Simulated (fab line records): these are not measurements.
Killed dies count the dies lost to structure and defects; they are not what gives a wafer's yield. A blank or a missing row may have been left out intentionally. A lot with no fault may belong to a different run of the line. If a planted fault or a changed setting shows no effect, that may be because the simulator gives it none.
Chamber matching ; flow n5-finfet ; N5_BEOL_M14_STRIP_37 on rie-diel-02: 4 sister chambers
The step strips in O2. 8 wafers are shown with their chamber, then 8 later ones without.

== WAFERS PAIRED WITH THEIR CHAMBERS ==
wafer;chamber;drypump-motor-current-A (A);throttle-valve-pct (%)
L082.2;1;6.2;16.18
L082.6;2;5.2;16.70
L087.1;2;5.2;16.68
L087.4;0;5.3;16.27
L089.1;3;5.6;16.77
L089.4;1;6.3;16.26
L089.5;0;5.3;16.26
L092.2;3;5.6;16.83

== WAFERS WHOSE CHAMBER IS MISSING ==
wafer;drypump-motor-current-A (A);throttle-valve-pct (%)
L092.3;6.2;16.27
L092.4;5.6;16.82
L093.1;5.3;16.33
L093.3;6.2;16.26
L093.6;6.2;16.22
L097.1;5.6;16.42
L097.3;6.3;16.24
L097.5;6.2;16.26

== EACH ONE'S CHAMBER ==
wafer;from the rows above;in truth
L092.3;1;1
L092.4;3;3
L093.1;0;0
L093.3;1;1
L093.6;1;1
L097.1;can't be placed: 0 or 3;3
L097.3;1;1
L097.5;1;1
Placed correctly: 7 of 8. Can't be placed from these rows: 1 (the true chamber is among the candidates in 1). Number placed wrongly: 0.
How it was worked out, from the rows above alone: a wafer's distance from a chamber is the root of the sum, over the readings, of the square of ((its reading less the chamber's mean) divided by the reading's scatter). The wafer belongs to the nearest chamber; if the next one is less than 2 further off, it can't be placed. For every chamber, the mean is computed from those of its wafers that are shown. The scatter: take each reading less its chamber's mean, square it, sum over the shown wafers, divide by the number of wafers less the number of chambers, and take the root.
